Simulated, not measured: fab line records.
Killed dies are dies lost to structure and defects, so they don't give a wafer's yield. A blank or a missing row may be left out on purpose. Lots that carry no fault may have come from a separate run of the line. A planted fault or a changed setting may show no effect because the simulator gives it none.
Split-lot trial :: flow n5_finfet :: 21 wafers read across 7 lots, on a route 1938 steps long

## THE SPLIT
At N5_BEOL_M11_TRENCH_ETCH_37 (etches SiCOH lowk in C4F6/O2, target depth 148.83 nm, time 48 s), the setting time_s was moved away from the recipe's 48 s on 8 of the 21 wafers read, by -19.0% to +12.8%. All remaining wafers had this setting at the recipe value.

## FROM THE SPLIT TO THE READING: what the file shows between them, 12 steps
- N5_BEOL_M11_ETCH_41: etches SiCN in CH3F/O2, target depth 42.6 nm, time 86 s
- N5_BEOL_M11_STRIP_77: strips in N2/H2, time 10 s
- N5_BEOL_M11_OCD_MEAS_38
- N5_BEOL_M11_CURE_72: cures SiCOH lowk, time 120 s (also split here: time_s)
- N5_BEOL_M11_DEGAS_44: time 60 s
- N5_BEOL_M11_PRE_CLEAN_45: time 30 s
- N5_BEOL_M11_ECD_50: material Cu, target thk 318 nm
- N5_BEOL_M11_ANNEAL_51: time 90 s
- N5_BEOL_M11_CMP_52: polishes, stops on SiCOH lowk, t overpolish 7 s, target thk 140 nm
- N5_BEOL_M11_THK_MEAS_53: measures by xrf
- N5_BEOL_M11_PRE_CLEAN_55: time 15 s
- N5_BEOL_M11_DEP_56: deposits SiCN from 3MS/NH3, target thk 30 nm, time 10.5 s

## THE READING
Measured at N5_BEOL_M11_RS_MEAS_57 by four-point probe: M11_RS, in ohm/sq. A value of 0.152 ohm/sq with a standard deviation of 0.0034 ohm/sq is what fault-free wafers of this fab line usually give.

wafer: L078.1
tool, chamber at the split: rie_diel-01, 3
time_s as run, s: 48
against the recipe: recipe
M11_RS, ohm/sq: 0.155
against lot-mates on the recipe: -

wafer: L078.2
tool, chamber at the split: rie_diel-01, 1
time_s as run, s: 48
against the recipe: recipe
M11_RS, ohm/sq: 0.154
against lot-mates on the recipe: -

wafer: L078.4
tool, chamber at the split: rie_diel-01, 0
time_s as run, s: 40.77
against the recipe: -15.1%
M11_RS, ohm/sq: 0.185
against lot-mates on the recipe: +0.030

wafer: L079.4
tool, chamber at the split: rie_diel-05, 2
time_s as run, s: 54.14
against the recipe: +12.8%
M11_RS, ohm/sq: 0.134
against lot-mates on the recipe: -0.017

wafer: L079.5
tool, chamber at the split: rie_diel-05, 0
time_s as run, s: 54.14
against the recipe: +12.8%
M11_RS, ohm/sq: 0.132
against lot-mates on the recipe: -0.019

wafer: L079.6
tool, chamber at the split: rie_diel-05, 3
time_s as run, s: 48
against the recipe: recipe
M11_RS, ohm/sq: 0.151
against lot-mates on the recipe: -

wafer: L080.2
tool, chamber at the split: rie_diel-05, 1
time_s as run, s: 48
against the recipe: recipe
M11_RS, ohm/sq: 0.156
against lot-mates on the recipe: -

wafer: L080.3
tool, chamber at the split: rie_diel-05, 3
time_s as run, s: 48
against the recipe: recipe
M11_RS, ohm/sq: 0.149
against lot-mates on the recipe: -

wafer: L080.5
tool, chamber at the split: rie_diel-05, 2
time_s as run, s: 38.86
against the recipe: -19.0%
M11_RS, ohm/sq: 0.200
against lot-mates on the recipe: +0.048

wafer: L081.1
tool, chamber at the split: rie_diel-05, 2
time_s as run, s: 48
against the recipe: recipe
M11_RS, ohm/sq: 0.151
against lot-mates on the recipe: -

wafer: L081.2
tool, chamber at the split: rie_diel-05, 0
time_s as run, s: 52.82
against the recipe: +10.0%
M11_RS, ohm/sq: 0.132
against lot-mates on the recipe: -0.019

wafer: L081.3
tool, chamber at the split: rie_diel-05, 3
time_s as run, s: 52.82
against the recipe: +10.0%
M11_RS, ohm/sq: 0.133
against lot-mates on the recipe: -0.018

wafer: L083.2
tool, chamber at the split: rie_diel-05, 1
time_s as run, s: 43.33
against the recipe: -9.7%
M11_RS, ohm/sq: 0.176
against lot-mates on the recipe: +0.024

wafer: L083.3
tool, chamber at the split: rie_diel-05, 3
time_s as run, s: 43.33
against the recipe: -9.7%
M11_RS, ohm/sq: 0.168
against lot-mates on the recipe: +0.016

wafer: L083.4
tool, chamber at the split: rie_diel-05, 2
time_s as run, s: 48
against the recipe: recipe
M11_RS, ohm/sq: 0.152
against lot-mates on the recipe: -

wafer: L084.1
tool, chamber at the split: rie_diel-06, 3
time_s as run, s: 48
against the recipe: recipe
M11_RS, ohm/sq: 0.152
against lot-mates on the recipe: -

wafer: L084.2
tool, chamber at the split: rie_diel-06, 0
time_s as run, s: 48
against the recipe: recipe
M11_RS, ohm/sq: 0.153
against lot-mates on the recipe: -

wafer: L084.4
tool, chamber at the split: rie_diel-06, 1
time_s as run, s: 48
against the recipe: recipe
M11_RS, ohm/sq: 0.156
against lot-mates on the recipe: -

wafer: L095.2
tool, chamber at the split: rie_diel-01, 2
time_s as run, s: 48
against the recipe: recipe
M11_RS, ohm/sq: 0.153
against lot-mates on the recipe: -

wafer: L095.3
tool, chamber at the split: rie_diel-01, 3
time_s as run, s: 48
against the recipe: recipe
M11_RS, ohm/sq: 0.149
against lot-mates on the recipe: -

wafer: L095.5
tool, chamber at the split: rie_diel-01, 3
time_s as run, s: 48
against the recipe: recipe
M11_RS, ohm/sq: 0.148
against lot-mates on the recipe: -

THE FIT
A straight line over all 21 wafers: M11_RS changes by -0.00204 ohm/sq for each +1% of time_s; r = -0.98; the points scatter about the line by 0.0037 ohm/sq.
The same after taking each lot's own level away (the mean of its wafers on the recipe; 21 wafers): -0.00197 ohm/sq for each +1%; r = -0.98; scatter 0.0036 ohm/sq.
The reading moves by 0.037 ohm/sq for the largest change in time_s, on that fit.
The lots' own levels span 0.1500 to 0.1545 ohm/sq, that is 1.3 times the standard deviation above.
The two slopes agree, so the slope changes little with the lot-to-lot level.
Check: with one of the wafers moved furthest among these (-19.0%) left out of the fit, the line predicts +0.0349 ohm/sq for it against its lot-mates. It came out at +0.0475 ohm/sq against them.

## OTHER SPLITS APPLIED TO THESE WAFERS
Other splits were also applied to these wafers ahead of the reading. Each is held against what the fit with the lots' levels taken away leaves over:
other split on the same wafers: N5_BEOL_M9_TRENCH_ETCH_37 time_s
wafers away from the commonest value: 2
r with M11_RS (lot level and that fit taken away): +0.22

other split on the same wafers: N5_BEOL_M11_PEB_26 peb_time_s
wafers away from the commonest value: 5
r with M11_RS (lot level and that fit taken away): -0.07

other split on the same wafers: N5_BEOL_M11_CURE_72 time_s
wafers away from the commonest value: 10
r with M11_RS (lot level and that fit taken away): -0.13

## THE WHOLE CHAIN: every reading that the file lists as answering this split, in the file's order
step: N5_BEOL_M11_TRENCH_ETCH_37
what it does: etches SiCOH lowk in C4F6/O2, target depth 148.83 nm, time 48 s
reading: BEOL_M11.feature_depth_nm (the simulator's own value, which no gauge read)
change (the file's fit): +1.49 nm for each +1% of the setting
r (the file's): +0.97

step: N5_BEOL_M11_TRENCH_ETCH_37
what it does: etches SiCOH lowk in C4F6/O2, target depth 148.83 nm, time 48 s
reading: etch.depth_nm (the simulator's own value, which no gauge read)
change (the file's fit): +1.49 nm for each +1% of the setting
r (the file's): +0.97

step: N5_BEOL_M11_OCD_MEAS_38
what it does: 
reading: trench_depth_nm
change (the file's fit): +1.51 nm for each +1% of the setting
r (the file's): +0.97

step: N5_BEOL_M11_CMP_52
what it does: polishes, stops on SiCOH lowk, t overpolish 7 s, target thk 140 nm
reading: Cu_of_BEOL_M11_ECD_50.thk_nm (the simulator's own value, which no gauge read)
change (the file's fit): +1.51 nm for each +1% of the setting
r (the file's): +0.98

step: N5_BEOL_M11_THK_MEAS_53
what it does: measures by xrf
reading: M11_THK
change (the file's fit): +1.53 for each +1% of the setting
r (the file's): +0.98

step: N5_BEOL_M11_RS_MEAS_57
what it does: measures by four-point-probe
reading: M11_RS
change (the file's fit): -0.0021 for each +1% of the setting
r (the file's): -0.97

## FILE'S OWN FIT
M11_RS changes by -0.0021 ohm/sq for each +1% of time_s, r = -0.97.
